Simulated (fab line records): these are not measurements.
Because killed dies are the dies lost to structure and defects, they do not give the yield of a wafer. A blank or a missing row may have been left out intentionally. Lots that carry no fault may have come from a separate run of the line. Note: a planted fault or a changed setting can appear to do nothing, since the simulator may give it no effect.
fab line records	flow nand-harc
[record] lots = 24	wafers = 72	last-day = 25
route steps=1159 shown P_CONTACT@242 P_M0@273 P_M1@297
lots that met no fault: taken from a fault-free run of the same line
start-h: start of the lot's first displayed wafer, in hours after the record's first day	wait-h: hours from the lot's prior step to this one	" as in the row above	L1.1+2: several wafers, shown together as one row	- no value present, or no start provided	* or withheld: withheld	< > ~ a bound
route shown NAME@n: names a module that has steps shown in the file, with the first one's number in the route	usual: average and standard deviation across the fault-free wafers	same: alike in all rows	chamber/n: place in a boat	sites: each site's reading	_std_site: standard deviation of those values	_edge_site: outer sites' mean less inner sites'	radius-mm: for every site, how far away it sits from the centre of the wafer	mask NAME#n: copy n	behind: the most recent tool/chamber to have shaped the wafer	hold: why the lot was held/for how many hours/how that ended	device: the transistor (n, p or np) that didn't switch	end of line: the route-end tests of the same wafers	step lacking rows: just its recipe	killed: dies that structure and defects cost at the first sort, which is not the same as the wafer's yield	map: dies across one wafer; x = killed, . = not, _ = none there
set.NAME: the setting as run; set.NAME@STEP: as run at that earlier step	model.NAME: the simulator's own value behind a step, which no gauge read
steps of the route over a sample of lots; a table a step, a row a wafer
services: from which hour (start-h, from the record's first day; less than 0 if before it) a tool's chamber was out of use, for how many hours, and why
[[steps]]
[step NHARC_P_CONTACT_STRIP_28]
[recipe] o2-flow-sccm = 500	ar-flow-sccm = 0	bias-w = 0	chemistry = O2
[usual] drypump-motor-current-A = 5.8/0.46	oes-product-au = 0.998/0.0066	rf-vpp-V = 57.7/0.91	showerhead-plenum-p-Torr = 3.51/0.14	throttle-valve-pct = 17.036/0.0095
[same] bias-w = 0
lot.wafer	tool	chamber	start-h	wait-h	drypump-motor-current-A	oes-product-au	rf-hours-counter-h	rf-vpp-V	showerhead-plenum-p-Torr	throttle-valve-pct
L074.3	rie-diel-06	2	104.64	0.1	5.3	0.994	3	58.1	3.66	17.037
L074.5	"	1	"	"	6.0	0.999	-	57.1	3.54	17.036
L074.6	"	2	"	"	5.3	0.997	-	57.3	3.66	17.022
L075.3	rie-diel-06	1	117.40	0.1	5.9	0.991	5	57.4	3.54	17.041
L075.2	"	2	"	"	5.2	1.007	5	58.5	3.66	17.031
L075.5	"	1	"	"	6.0	1.009	-	59.0	3.54	17.035
L076.2	rie-diel-06	0	118.09	0.1	5.6	1.001	4	57.8	3.34	17.041
L076.6	"	0	"	"	5.6	1.006	-	57.6	3.34	17.016
L076.5	"	1	"	"	5.9	1.005	-	57.2	3.54	17.061
L077.2	rie-diel-09	2	124.61	0.1	5.7	0.997	5	57.8	3.46	17.023
L077.3	"	0	"	"	5.3	1.002	4	57.6	3.35	17.026
L077.5	"	2	"	"	5.8	1.004	-	57.5	3.46	17.045
L078.3	rie-diel-05	1	144.95	0.1	6.0	0.998	54	57.8	3.53	17.022
L078.2	"	2	"	"	5.3	1.004	45	58.3	3.58	17.045
L078.6	"	0	"	"	6.1	0.994	-	57.6	3.30	17.028
L079.4	rie-diel-06	2	147.34	0.1	5.3	0.991	7	57.2	3.66	17.039
L079.1	"	1	"	"	6.0	0.996	7	58.2	3.54	17.023
L079.6	"	3	"	"	6.1	0.994	-	57.4	3.39	17.040
L080.2	rie-diel-09	3	155.99	0.1	6.3	1.009	6	59.0	3.71	17.027
L080.4	"	0	"	"	5.3	0.999	7	58.1	3.35	17.038
L080.5	"	3	"	"	6.3	0.996	-	58.5	3.71	17.046
L081.4	rie-diel-06	2	158.27	0.1	5.2	0.998	8	58.5	3.66	17.038
L081.1	"	3	"	"	6.1	1.003	7	57.1	3.39	17.029
L081.6	"	1	"	"	6.0	0.999	-	58.8	3.54	17.031
L082.2	rie-diel-09	3	162.63	0.1	6.3	1.005	7	56.9	3.71	17.025
L082.4	"	0	"	"	5.3	0.997	8	57.2	3.35	17.031
L082.3	"	2	"	"	5.8	1.008	8	55.7	3.46	17.047
L083.1	rie-diel-09	2	162.89	0.1	5.8	0.997	8	59.8	3.46	17.030
L083.2	"	0	"	"	5.3	1.007	8	57.1	3.35	17.039
L083.5	"	2	"	"	5.8	1.007	-	57.0	3.46	17.025
L084.1	rie-diel-05	2	172.82	0.1	5.3	1.004	0	59.3	3.58	17.043
L084.2	"	3	"	"	5.0	1.013	0	58.2	3.48	17.039
L084.4	"	1	"	"	6.0	0.997	0	56.3	3.53	17.034
L087.3	rie-diel-05	2	188.10	0.1	5.3	0.996	5	57.3	3.57	17.052
L087.1	"	1	"	"	6.1	0.996	5	58.8	3.52	17.047
L087.5	"	3	"	"	5.0	0.992	-	56.4	3.47	17.047
L085.1	rie-diel-05	0	188.44	0.1	6.1	1.004	5	58.1	3.29	17.059
L085.3	"	2	"	"	5.3	0.992	5	58.1	3.57	17.039
L085.6	"	0	"	"	6.1	1.005	-	56.6	3.29	17.026
L088.1	rie-diel-09	3	188.81	0.1	6.3	0.993	10	59.4	3.71	17.024
L088.4	"	1	"	"	6.5	0.991	11	57.2	3.69	17.035
L088.2	"	2	"	"	5.8	0.998	11	58.9	3.46	17.029
L086.3	rie-diel-06	0	194.41	0.1	5.6	0.997	10	56.7	3.34	17.048
L086.5	"	1	"	"	6.0	1.005	-	58.2	3.53	17.042
L086.6	"	2	"	"	5.2	0.995	-	57.6	3.66	17.031
L090.1	rie-diel-09	2	206.63	0.1	5.8	0.992	12	57.3	3.46	17.034
L090.4	"	3	"	"	6.3	1.009	11	58.5	3.71	17.044
L090.6	"	1	"	"	6.5	0.991	-	57.4	3.69	17.048
L089.2	rie-diel-09	1	208.87	0.1	6.5	1.001	13	59.4	3.69	17.044
L089.4	"	0	"	"	5.4	0.990	12	57.6	3.34	17.036
L089.5	"	1	"	"	6.5	0.996	-	58.2	3.69	17.034
L091.3	rie-diel-06	2	214.85	0.1	5.2	0.998	14	57.3	3.66	17.054
L091.1	"	3	"	"	6.0	0.991	12	59.0	3.39	17.023
L091.2	"	0	"	"	5.6	0.990	12	58.6	3.34	17.038
L092.1	rie-diel-06	3	217.80	0.1	6.0	0.996	12	57.7	3.39	17.046
L092.4	"	0	"	"	5.6	0.992	12	55.1	3.34	17.035
L092.3	"	1	"	"	6.0	1.009	14	57.9	3.53	17.019
L093.4	rie-diel-09	1	218.67	0.1	6.5	0.988	14	58.0	3.69	17.056
L093.1	"	3	"	"	6.3	0.993	13	57.9	3.71	17.034
L093.5	"	1	"	"	6.5	1.001	-	58.9	3.69	17.025
L094.4	rie-diel-06	3	230.77	0.1	6.0	0.999	13	57.3	3.39	17.041
L094.2	"	0	"	"	5.6	0.977	13	57.0	3.34	17.043
L094.6	"	1	"	"	6.0	1.002	-	57.6	3.53	17.046
L095.2	rie-diel-05	3	234.46	0.1	5.0	1.001	19	57.5	3.46	17.036
L095.6	"	3	"	"	5.0	1.004	-	56.4	3.46	17.022
L095.5	"	0	"	"	6.1	1.003	-	57.5	3.28	17.044
L097.1	rie-diel-09	0	241.49	0.1	5.3	0.998	16	56.2	3.34	17.041
L097.2	"	3	"	"	6.4	0.998	16	57.3	3.71	17.059
L097.5	"	1	"	"	6.5	0.992	-	58.3	3.69	17.039
L096.1	rie-diel-09	1	242.24	0.1	6.5	0.987	17	59.1	3.69	17.044
L096.6	"	1	"	"	6.5	0.994	-	58.7	3.69	17.048
L096.5	"	2	"	"	5.8	0.987	-	57.8	3.45	17.041
[step NHARC_P_M0_PRE_CLEAN_29]
[recipe] time-s = 30	temp-c = 280	gas = H2/He
[usual] heater-power-w = 383/35
lot.wafer	tool	chamber	start-h	wait-h	heater-power-w
L074.3	pvd-sputter-01	-	-	-	399
L074.5	"	-	"	"	315
L074.6	"	-	"	"	364
L075.2	pvd-sputter-01	-	-	-	314
L075.3	"	-	"	"	368
L075.5	"	-	"	"	311
L076.2	pvd-sputter-02	-	-	-	359
L076.5	"	-	"	"	384
L076.6	"	-	"	"	330
L077.3	pvd-sputter-01	-	-	-	364
L077.2	"	-	"	"	388
L077.5	"	-	"	"	355
L078.3	pvd-sputter-03	-	-	-	434
L078.2	"	-	"	"	396
L078.6	"	-	"	"	395
L079.1	pvd-sputter-02	-	-	-	364
L079.4	"	-	"	"	400
L079.6	"	-	"	"	432
L080.4	pvd-sputter-03	-	-	-	405
L080.2	"	-	"	"	396
L080.5	"	-	"	"	395
L081.1	pvd-sputter-03	-	-	-	391
L081.4	"	-	"	"	441
L081.6	"	-	"	"	407
L082.4	pvd-sputter-03	-	-	-	431
L082.2	"	-	"	"	427
L082.3	"	-	"	"	389
L083.2	pvd-sputter-02	-	-	-	391
L083.1	"	-	"	"	333
L083.5	"	-	"	"	332
L084.2	pvd-sputter-01	-	-	-	363
L084.1	"	-	"	"	383
L084.4	"	-	"	"	389
L087.3	pvd-sputter-02	-	-	-	379
L087.1	"	-	"	"	334
L087.5	"	-	"	"	353
L085.3	pvd-sputter-01	-	-	-	323
L085.1	"	-	"	"	391
L085.6	"	-	"	"	368
L088.1	pvd-sputter-03	-	-	-	393
L088.2	"	-	"	"	395
L088.4	"	-	"	"	443
L086.3	pvd-sputter-01	-	-	-	331
L086.5	"	-	"	"	327
L086.6	"	-	"	"	357
L090.4	pvd-sputter-01	-	-	-	376
L090.1	"	-	"	"	322
L090.6	"	-	"	"	389
L089.4	pvd-sputter-01	-	-	-	400
L089.2	"	-	"	"	355
L089.5	"	-	"	"	394
L091.1	pvd-sputter-03	-	-	-	426
L091.3	"	-	"	"	392
L091.2	"	-	"	"	443
L092.1	pvd-sputter-01	-	-	-	404
L092.3	"	-	"	"	390
L092.4	"	-	"	"	323
L093.1	pvd-sputter-01	-	-	-	313
L093.4	"	-	"	"	369
L093.5	"	-	"	"	350
L094.2	pvd-sputter-03	-	-	-	397
L094.4	"	-	"	"	382
L094.6	"	-	"	"	406
L095.2	pvd-sputter-03	-	-	-	397
L095.6	"	-	"	"	419
L095.5	"	-	"	"	401
L097.2	pvd-sputter-02	-	-	-	343
L097.1	"	-	"	"	426
L097.5	"	-	"	"	437
L096.1	pvd-sputter-01	-	-	-	361
L096.6	"	-	"	"	357
L096.5	"	-	"	"	397
[step NHARC_P_M0_CMP_23]
[recipe] t-overpolish-s = 20	target-thk-nm = 117.53
[usual] motor-current-A = 12.4/1.2	pad-life-wafers = 310/160	slurry-filter-dp-kPa = 13.50/0.13	time-to-endpoint-s = 28.5/2.2
lot.wafer	tool	chamber	start-h	wait-h	motor-current-A	pad-life-wafers	slurry-filter-dp-kPa	time-to-endpoint-s
L074.3	cmp-03	3	110.04	-	12.7	301	13.88	28.4
L074.5	"	2	"	"	13.1	-	13.66	30.5
L074.6	"	3	"	"	13.0	-	13.36	27.2
L075.3	cmp-03	2	128.29	-	12.8	379	13.52	28.3
L075.2	"	3	"	"	13.0	380	13.49	29.1
L075.5	"	2	"	"	13.0	-	13.23	29.8
L076.2	cmp-03	1	128.92	-	14.5	390	13.41	27.5
L076.5	"	1	"	"	15.3	-	13.63	28.5
L076.6	"	2	"	"	12.7	-	13.60	27.9
L077.2	cmp-03	0	129.94	-	11.2	414	13.33	30.3
L077.3	"	3	"	"	13.0	417	13.41	25.1
L077.5	"	0	"	"	11.1	-	13.29	29.3
L078.2	cmp-02	1	150.60	-	13.5	126	13.39	27.0
L078.3	"	3	"	"	12.7	128	13.28	26.3
L078.6	"	2	"	"	11.7	-	13.44	26.8
L079.1	cmp-01	0	152.49	-	14.2	102	13.53	26.3
L079.4	"	3	"	"	10.8	105	13.52	25.0
L079.6	"	1	"	"	10.1	-	13.47	27.5
L080.4	cmp-03	3	162.39	-	13.4	6	13.71	28.5
L080.2	"	0	"	"	11.6	7	13.55	26.0
L080.5	"	3	"	"	13.0	-	13.70	27.0
L081.4	cmp-01	2	167.23	-	12.1	168	13.59	29.6
L081.1	"	3	"	"	10.9	169	13.40	29.0
L081.6	"	2	"	"	12.7	-	13.35	26.3
L082.2	cmp-01	1	173.62	-	10.0	204	13.21	29.8
L082.4	"	2	"	"	11.9	205	13.51	29.9
L082.3	"	3	"	"	10.9	206	13.35	31.5
L083.2	cmp-02	0	174.01	-	12.2	270	13.57	32.7
L083.1	"	1	"	"	12.7	271	13.51	31.6
L083.5	"	1	"	"	12.6	-	13.64	31.9
L084.2	cmp-01	2	178.40	-	12.7	228	13.50	27.5
L084.4	"	3	"	"	11.2	229	13.51	27.5
L084.1	"	0	"	"	13.2	230	13.51	29.6
L087.1	cmp-01	2	193.42	-	12.4	308	13.40	27.4
L087.3	"	3	"	"	10.8	309	13.43	24.0
L087.5	"	1	"	"	9.9	-	13.50	27.6
L085.1	cmp-02	0	193.95	-	11.9	360	13.41	24.8
L085.3	"	3	"	"	13.2	363	13.73	27.8
L085.6	"	0	"	"	12.0	-	13.91	27.6
L088.4	cmp-03	3	197.39	-	12.6	175	13.42	28.6
L088.2	"	0	"	"	11.6	176	13.57	29.0
L088.1	"	1	"	"	14.5	177	13.58	28.6
L086.3	cmp-02	1	205.36	-	13.1	432	13.38	28.5
L086.5	"	1	"	"	13.8	-	13.44	29.2
L086.6	"	2	"	"	11.7	-	13.51	29.5
L090.1	cmp-01	0	216.48	-	13.7	54	13.54	34.1
L090.4	"	1	"	"	10.3	55	13.42	34.1
L090.6	"	1	"	"	9.6	-	13.65	32.1
L089.2	cmp-02	1	217.12	-	12.9	510	13.73	27.4
L089.4	"	0	"	"	12.1	513	13.56	27.7
L089.5	"	1	"	"	13.4	-	13.41	27.3
L091.2	cmp-03	3	224.17	-	12.7	384	13.64	28.1
L091.1	"	0	"	"	11.6	385	13.61	28.8
L091.3	"	1	"	"	14.2	386	13.50	28.2
L092.3	cmp-02	0	225.24	-	12.1	558	13.35	31.8
L092.1	"	2	"	"	11.2	560	13.40	29.6
L092.4	"	3	"	"	12.9	561	13.36	31.3
L093.4	cmp-03	3	225.69	-	12.9	408	13.41	25.5
L093.1	"	2	"	"	12.8	411	13.50	27.0
L093.5	"	3	"	"	13.0	-	13.52	25.7
L094.2	cmp-03	2	237.55	-	12.5	480	13.46	30.5
L094.4	"	1	"	"	14.5	483	13.45	29.7
L094.6	"	3	"	"	12.8	-	13.54	27.9
L095.2	cmp-03	1	239.72	-	15.2	499	13.47	25.8
L095.5	"	0	"	"	11.1	-	13.78	27.9
L095.6	"	1	"	"	15.0	-	13.55	24.8
L097.2	cmp-02	2	247.72	-	11.7	102	13.48	25.7
L097.1	"	1	"	"	13.2	105	13.47	25.9
L097.5	"	3	"	"	13.2	-	13.42	25.1
L096.1	cmp-03	1	248.02	-	14.4	558	13.45	30.4
L096.5	"	1	"	"	14.3	-	13.36	28.9
L096.6	"	2	"	"	13.1	-	13.61	30.3
[step NHARC_P_M1_INSPECT_11]
[usual] raw-defect-count = 4.0/2.5
lot.wafer	tool	chamber	start-h	wait-h	raw-defect-count
L074.3	defect-inspect-01	-	112.01	0.0	2
L074.5	"	-	"	"	1
L074.6	"	-	"	"	5
L075.2	defect-inspect-02	-	130.25	0.0	4
L075.3	"	-	"	"	6
L075.5	"	-	"	"	2
L076.2	defect-inspect-02	-	130.79	0.0	6
L076.5	"	-	"	"	6
L076.6	"	-	"	"	2
L077.2	defect-inspect-02	-	131.93	0.0	2
L077.3	"	-	"	"	2
L077.5	"	-	"	"	4
L078.2	defect-inspect-02	-	152.75	0.0	4
L078.3	"	-	"	"	8
L078.6	"	-	"	"	11
L079.1	defect-inspect-02	-	154.49	0.0	5
L079.4	"	-	"	"	4
L079.6	"	-	"	"	3
L080.2	defect-inspect-01	-	164.26	0.0	2
L080.4	"	-	"	"	3
L080.5	"	-	"	"	4
L081.1	defect-inspect-01	-	169.20	0.0	4
L081.4	"	-	"	"	6
L081.6	"	-	"	"	3
L082.2	defect-inspect-02	-	175.62	0.0	5
L082.3	"	-	"	"	6
L082.4	"	-	"	"	8
L083.1	defect-inspect-01	-	175.99	0.0	2
L083.2	"	-	"	"	3
L083.5	"	-	"	"	2
L084.1	defect-inspect-02	-	180.28	0.0	6
L084.2	"	-	"	"	3
L084.4	"	-	"	"	4
L087.1	defect-inspect-01	-	195.23	0.0	1
L087.3	"	-	"	"	1
L087.5	"	-	"	"	4
L085.1	defect-inspect-01	-	195.94	0.0	2
L085.3	"	-	"	"	0
L085.6	"	-	"	"	3
L088.1	defect-inspect-01	-	199.81	0.0	2
L088.2	"	-	"	"	7
L088.4	"	-	"	"	4
L086.3	defect-inspect-01	-	207.24	0.0	4
L086.5	"	-	"	"	4
L086.6	"	-	"	"	10
L090.1	defect-inspect-01	-	218.46	0.0	10
L090.4	"	-	"	"	9
L090.6	"	-	"	"	10
L089.2	defect-inspect-02	-	219.15	0.0	5
L089.4	"	-	"	"	1
L089.5	"	-	"	"	3
L091.1	defect-inspect-02	-	226.13	0.0	12
L091.2	"	-	"	"	1
L091.3	"	-	"	"	4
L092.1	defect-inspect-01	-	227.22	0.0	6
L092.3	"	-	"	"	0
L092.4	"	-	"	"	1
L093.1	defect-inspect-02	-	227.70	0.0	2
L093.4	"	-	"	"	4
L093.5	"	-	"	"	2
L094.2	defect-inspect-02	-	239.54	0.0	0
L094.4	"	-	"	"	3
L094.6	"	-	"	"	5
L095.2	defect-inspect-02	-	241.68	0.0	9
L095.5	"	-	"	"	2
L095.6	"	-	"	"	3
L097.1	defect-inspect-01	-	249.69	0.0	3
L097.2	"	-	"	"	3
L097.5	"	-	"	"	2
L096.1	defect-inspect-02	-	249.99	0.0	2
L096.5	"	-	"	"	5
L096.6	"	-	"	"	9
[step NHARC_P_M1_ETCH_35]
[recipe] target-depth-a = 400	overetch-a = 120	time-s = 43.94	ion-energy-ev = 200	n2-flow-sccm = 150	h2-flow-sccm = 150	ar-flow-sccm = 0	rf-w = 400	bias-w = 150	chemistry = N2/H2
[usual] bias-w = 150.0/0.45	drypump-motor-current-A = 6.05/0.29	oes-product-au = 0.998/0.0073	rf-vpp-V = 429.7/2.4	showerhead-plenum-p-Torr = 2.01/0.08	throttle-valve-pct = 14.171/0.0092
lot.wafer	tool	chamber	start-h	wait-h	bias-w	drypump-motor-current-A	oes-product-au	rf-hours-counter-h	rf-vpp-V	showerhead-plenum-p-Torr	throttle-valve-pct
L074.3	rie-diel-03	1	112.15	0.1	149.2	6.22	0.994	6	427.0	1.93	14.174
L074.6	"	1	"	"	149.4	6.18	0.991	-	426.8	1.93	14.171
L074.5	"	2	"	"	150.1	6.02	1.002	-	430.4	2.06	14.176
L075.3	rie-diel-03	3	130.40	0.1	149.4	5.70	0.998	6	431.8	2.07	14.191
L075.2	"	0	"	"	150.4	6.04	0.998	6	427.5	1.92	14.178
L075.5	"	3	"	"	149.8	5.71	1.003	-	432.2	2.07	14.177
L076.2	rie-diel-03	1	130.94	0.1	150.4	6.21	0.982	7	427.2	1.93	14.182
L076.6	"	0	"	"	149.6	6.04	0.995	-	427.7	1.92	14.168
L076.5	"	1	"	"	150.5	6.15	0.987	-	427.2	1.93	14.173
L077.2	rie-diel-03	3	132.08	0.1	150.7	5.69	0.998	6	432.0	2.07	14.182
L077.3	"	0	"	"	150.2	6.06	0.998	7	427.1	1.92	14.176
L077.5	"	2	"	"	150.8	6.05	0.999	-	431.0	2.06	14.180
L078.2	rie-diel-13	0	152.90	0.1	150.6	6.07	1.004	3	425.7	1.90	14.174
L078.3	"	2	"	"	149.8	6.34	0.997	3	434.4	2.14	14.177
L078.6	"	0	"	"	150.2	6.08	1.005	-	426.2	1.90	14.189
L079.4	rie-diel-12	3	154.63	0.1	150.2	5.65	1.003	3	427.4	1.96	14.157
L079.1	"	1	"	"	149.5	6.35	1.002	3	432.7	2.14	14.177
L079.6	"	3	"	"	150.3	5.62	0.997	-	428.5	1.96	14.183
L080.4	rie-diel-13	2	164.40	0.1	149.6	6.35	0.996	4	433.1	2.14	14.192
L080.2	"	3	"	"	150.5	6.51	0.999	3	430.5	2.06	14.159
L080.5	"	2	"	"	149.5	6.31	1.009	-	434.5	2.14	14.178
L081.4	rie-diel-13	2	169.35	0.1	150.1	6.35	0.986	5	432.2	2.14	14.164
L081.1	"	1	"	"	150.2	5.64	0.992	4	429.3	1.97	14.172
L081.6	"	2	"	"	150.3	6.37	0.994	-	432.9	2.14	14.173
L082.4	rie-diel-13	0	175.77	0.1	149.6	6.04	1.003	4	426.4	1.90	14.155
L082.3	"	2	"	"	149.2	6.34	1.000	5	433.1	2.14	14.168
L082.2	"	3	"	"	149.9	6.56	0.994	4	430.5	2.06	14.169
L083.2	rie-diel-13	2	176.14	0.1	150.2	6.38	1.001	5	433.7	2.14	14.177
L083.1	"	1	"	"	149.6	5.61	0.998	5	429.1	1.97	14.183
L083.5	"	2	"	"	150.2	6.33	1.008	-	433.0	2.14	14.148
L084.4	rie-diel-03	0	180.42	0.1	150.1	6.03	0.989	8	427.2	1.92	14.175
L084.1	"	1	"	"	150.0	6.19	0.999	10	427.5	1.93	14.161
L084.2	"	2	"	"	149.1	6.03	1.000	9	431.2	2.06	14.164
L087.1	rie-diel-03	1	195.38	0.1	150.0	6.16	0.998	10	427.9	1.93	14.173
L087.3	"	3	"	"	150.0	5.72	1.003	10	431.8	2.07	14.168
L087.5	"	0	"	"	149.4	6.04	1.002	-	426.8	1.92	14.190
L085.3	rie-diel-03	2	196.08	0.1	149.3	6.03	1.005	10	430.4	2.06	14.169
L085.1	"	1	"	"	149.8	6.18	0.988	10	427.7	1.93	14.164
L085.6	"	2	"	"	149.3	6.03	0.990	-	430.7	2.06	14.185
L088.1	rie-diel-03	2	199.96	0.1	150.7	6.04	1.000	10	430.2	2.06	14.172
L088.2	"	3	"	"	149.2	5.73	0.994	10	430.8	2.07	14.168
L088.4	"	1	"	"	149.4	6.18	0.988	11	427.5	1.93	14.174
L086.3	rie-diel-13	3	207.40	0.1	150.0	6.56	0.977	7	431.2	2.06	14.181
L086.5	"	0	"	"	150.0	6.05	0.994	-	428.1	1.90	14.175
L086.6	"	1	"	"	150.4	5.63	0.996	-	427.0	1.97	14.167
L090.1	rie-diel-13	0	218.62	0.1	150.8	6.05	0.994	8	427.3	1.90	14.181
L090.6	"	0	"	"	150.1	6.04	1.006	-	426.4	1.90	14.179
L090.4	"	3	"	"	150.0	6.55	1.000	-	431.8	2.06	14.178
L089.4	rie-diel-12	0	219.31	0.1	150.2	6.17	0.995	0	431.2	2.07	14.160
L089.2	"	1	"	"	149.6	6.36	0.993	0	432.7	2.14	14.164
L089.5	"	0	"	"	149.6	6.16	1.006	-	431.4	2.07	14.158
L091.1	rie-diel-03	0	226.28	0.1	150.6	6.03	0.991	0	426.7	1.92	14.169
L091.3	"	1	"	"	149.6	6.20	0.988	1	427.2	1.93	14.159
L091.2	"	3	"	"	149.9	5.72	1.004	0	431.4	2.07	14.168
L092.3	rie-diel-12	0	227.37	0.1	150.4	6.17	0.994	1	432.0	2.07	14.184
L092.1	"	1	"	"	150.7	6.34	1.005	1	431.6	2.14	14.165
L092.4	"	2	"	"	150.3	5.29	0.998	1	429.8	2.00	14.176
L093.4	rie-diel-03	0	227.85	0.1	150.0	6.01	0.990	1	428.5	1.92	14.170
L093.1	"	2	"	"	150.3	6.02	0.993	1	430.5	2.06	14.186
L093.5	"	0	"	"	150.5	6.05	0.996	-	428.1	1.92	14.181
L094.2	rie-diel-03	1	239.68	0.1	149.7	6.16	1.000	1	428.5	1.93	14.167
L094.4	"	2	"	"	150.2	6.06	1.011	2	432.2	2.06	14.176
L094.6	"	1	"	"	149.6	6.19	1.003	-	427.3	1.93	14.172
L095.2	rie-diel-03	0	241.85	0.1	149.8	6.06	0.996	1	428.2	1.92	14.188
L095.5	"	1	"	"	150.3	6.21	0.994	-	428.1	1.93	14.172
L095.6	"	2	"	"	149.8	6.02	1.018	-	429.8	2.06	14.175
L097.2	rie-diel-03	2	249.84	0.1	149.7	6.04	1.003	2	432.7	2.06	14.169
L097.1	"	3	"	"	149.7	5.73	0.998	2	429.2	2.07	14.175
L097.5	"	0	"	"	150.7	6.04	0.989	-	427.3	1.92	14.161
L096.1	rie-diel-12	2	250.14	0.1	149.5	5.30	1.002	1	429.6	2.00	14.167
L096.5	"	0	"	"	149.3	6.17	0.975	-	431.6	2.07	14.173
L096.6	"	1	"	"	150.0	6.36	0.994	-	433.6	2.14	14.165
[step NHARC_P_M1_DEGAS_29]
[recipe] temp-c = 250	time-s = 60
[usual] heater-power-w = 320/27
lot.wafer	tool	chamber	start-h	wait-h	heater-power-w
L074.3	pvd-sputter-03	-	113.16	-	332
L074.6	"	-	"	"	326
L074.5	"	-	"	"	356
L075.3	pvd-sputter-02	-	131.34	-	276
L075.2	"	-	"	"	352
L075.5	"	-	"	"	292
L076.2	pvd-sputter-03	-	131.89	-	346
L076.5	"	-	"	"	313
L076.6	"	-	"	"	322
L077.3	pvd-sputter-03	-	133.01	-	325
L077.2	"	-	"	"	356
L077.5	"	-	"	"	326
L078.2	pvd-sputter-03	-	153.86	-	321
L078.3	"	-	"	"	324
L078.6	"	-	"	"	349
L079.1	pvd-sputter-03	-	155.56	-	328
L079.4	"	-	"	"	337
L079.6	"	-	"	"	316
L080.2	pvd-sputter-03	-	165.43	-	320
L080.4	"	-	"	"	330
L080.5	"	-	"	"	349
L081.1	pvd-sputter-01	-	170.29	-	298
L081.4	"	-	"	"	326
L081.6	"	-	"	"	295
L082.3	pvd-sputter-03	-	176.70	-	342
L082.4	"	-	"	"	316
L082.2	"	-	"	"	327
L083.2	pvd-sputter-03	-	177.08	-	323
L083.1	"	-	"	"	363
L083.5	"	-	"	"	334
L084.1	pvd-sputter-03	-	181.36	-	360
L084.2	"	-	"	"	319
L084.4	"	-	"	"	325
L087.3	pvd-sputter-01	-	196.31	-	284
L087.1	"	-	"	"	313
L087.5	"	-	"	"	288
L085.3	pvd-sputter-02	-	197.02	-	355
L085.1	"	-	"	"	322
L085.6	"	-	"	"	344
L088.2	pvd-sputter-02	-	200.89	-	274
L088.1	"	-	"	"	344
L088.4	"	-	"	"	285
L086.3	pvd-sputter-01	-	208.36	-	316
L086.5	"	-	"	"	306
L086.6	"	-	"	"	271
L090.4	pvd-sputter-03	-	219.65	-	355
L090.1	"	-	"	"	335
L090.6	"	-	"	"	343
L089.4	pvd-sputter-03	-	220.33	-	341
L089.2	"	-	"	"	325
L089.5	"	-	"	"	350
L091.3	pvd-sputter-01	-	227.29	-	284
L091.2	"	-	"	"	318
L091.1	"	-	"	"	318
L092.1	pvd-sputter-01	-	228.30	-	297
L092.4	"	-	"	"	311
L092.3	"	-	"	"	265
L093.4	pvd-sputter-02	-	228.78	-	355
L093.1	"	-	"	"	302
L093.5	"	-	"	"	359
L094.4	pvd-sputter-03	-	240.69	-	346
L094.2	"	-	"	"	343
L094.6	"	-	"	"	321
L095.2	pvd-sputter-01	-	242.76	-	263
L095.6	"	-	"	"	314
L095.5	"	-	"	"	263
L097.2	pvd-sputter-01	-	250.78	-	311
L097.1	"	-	"	"	267
L097.5	"	-	"	"	309
L096.1	pvd-sputter-03	-	251.06	-	353
L096.5	"	-	"	"	358
L096.6	"	-	"	"	345
[[services]]
tool	chamber	start-h	hours	kind
rie-diel-13	3	83.73	34.6	repair
cmp-02	-	95.00	1.8	repair
pvd-sputter-01	-	98.71	6.3	repair
rie-diel-13	-	99.00	9.0	pm
pvd-sputter-03	-	102.00	10.0	pm
rie-diel-06	0	120.23	12.1	repair
cmp-02	-	128.50	4.0	pm
rie-diel-09	3	133.14	12.4	repair
rie-diel-03	2	143.92	2.6	repair
rie-diel-13	3	155.39	2.8	repair
cmp-03	-	156.09	4.0	pm
pvd-sputter-01	-	158.01	10.0	pm
rie-diel-09	3	158.50	1.9	repair
rie-diel-03	0	161.25	5.7	repair
rie-diel-06	3	161.44	8.4	repair
cmp-03	-	164.59	1.6	repair
rie-diel-13	-	181.77	0.8	repair
pvd-sputter-02	-	214.00	10.0	pm
rie-diel-03	-	215.30	9.0	pm
rie-diel-09	2	219.44	1.2	repair
rie-diel-09	1	225.76	2.8	repair
pvd-sputter-02	-	226.61	1.8	repair
rie-diel-09	0	227.51	3.9	repair
rie-diel-06	-	241.20	9.0	pm
[[key]]
fault none
